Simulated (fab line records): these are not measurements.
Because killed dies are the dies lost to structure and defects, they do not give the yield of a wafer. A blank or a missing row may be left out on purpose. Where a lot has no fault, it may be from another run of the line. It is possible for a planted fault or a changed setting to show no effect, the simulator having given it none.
Which of the tools did it? + flow n5Finfet + 11 lots with 33 wafers sampled at 3 steps, on a route of 1938 steps

== WHAT THE GAUGES READ, wafer by wafer ==
N5_PASSIVATION_CD_MEAS_10: target cd 3000 nm.
| lot  | measured     | on       | cdNm (nm)            |
|------|--------------|----------|----------------------|
| L306 | day 12 09:25 | cdSem-01 | 2998.4 2999.8 2999.4 |
| L307 | day 12 09:35 | cdSem-02 | 3003.8 3001.8 3002.2 |
| L308 | day 12 19:59 | cdSem-03 | 3001.7 3002.3 3001.6 |
| L309 | day 13 02:42 | cdSem-03 | 2999.1 3002.5 3000.4 |
| L313 | day 14 01:40 | cdSem-02 | 3002.5 3003.8 3002.1 |
| L314 | day 14 12:10 | cdSem-02 | 3000.9 3001.4 2998.9 |
| L315 | day 15 21:36 | cdSem-01 | 3001.2 3000.2 2999.4 |
| L316 | day 15 22:37 | cdSem-01 | 3002.0 3000.1 3001.0 |
| L320 | day 16 03:20 | cdSem-03 | 2999.7 2999.6 3002.9 |
| L321 | day 16 13:16 | cdSem-03 | 3002.1 3003.3 3002.6 |
| L329 | day 18 19:50 | cdSem-02 | 3003.1 3005.7 3004.0 |

== TOOL THAT RAN EACH LOT (tool first, then ch and the chambers of the sampled wafers, then the start) ==
| lot  | N5_SDB_STRIP_22                    | N5_PASSIVATION_PECVD_01         |
|------|------------------------------------|---------------------------------|
| L306 | plasmaAsher-01 ch 0,1, day 3 23:16 | pecvd-01 ch 0,1,2, day 12 07:52 |
| L307 | plasmaAsher-01 ch 0,1, day 4 04:41 | pecvd-02 ch 1,2, day 12 06:44   |
| L308 | plasmaAsher-01 ch 0,1, day 4 05:13 | pecvd-03 ch 0,1, day 12 17:28   |
| L309 | plasmaAsher-02 ch 0,1, day 4 13:06 | pecvd-03 ch 0,1, day 13 00:22   |
| L313 | plasmaAsher-02 ch 0,1, day 5 14:04 | pecvd-03 ch 0,1, day 14 00:41   |
| L314 | plasmaAsher-01 ch 0,1, day 5 21:13 | pecvd-02 ch 0,2, day 14 11:38   |
| L315 | plasmaAsher-02 ch 0,1, day 6 05:06 | pecvd-01 ch 0,1,2, day 15 20:51 |
| L316 | plasmaAsher-02 ch 0,1, day 6 07:46 | pecvd-02 ch 0,1,2, day 15 21:26 |
| L320 | plasmaAsher-01 ch 0,1, day 7 09:41 | pecvd-03 ch 0,1,2, day 15 23:48 |
| L321 | plasmaAsher-01 ch 0,1, day 7 14:07 | pecvd-01 ch 0,1, day 16 12:35   |
| L329 | plasmaAsher-02 ch 0,1, day 9 14:28 | pecvd-01 ch 0,2, day 18 19:06   |
- N5_SDB_STRIP_22: strips in N2/H2.
- N5_PASSIVATION_PECVD_01: deposits SiNx from SiH4/NH3/N2, target thk 200 nm, time 43.2 s.

== THE ANSWER, worked out from the rows above alone ==
Rule: usual is defined by the lots themselves. Put in order of their means at a reading, lots are off if they are a third of the lots or fewer, leave a main group of 4 or more, and stand apart from it by a gap of 3 or more times the standard deviation of the main group's means; of several such gaps the widest counts. A main group whose means are all the same, to the digits that the tables above print for the reading, isn't used. Also off: a lot with no number at a reading for which 4 or more lots have one. Where the step has rows for the other lots, those lots are counted as sound.
Nothing can be told from this: no lot is off at any reading shown.

== WHAT THE SIMULATOR PUT IN ==
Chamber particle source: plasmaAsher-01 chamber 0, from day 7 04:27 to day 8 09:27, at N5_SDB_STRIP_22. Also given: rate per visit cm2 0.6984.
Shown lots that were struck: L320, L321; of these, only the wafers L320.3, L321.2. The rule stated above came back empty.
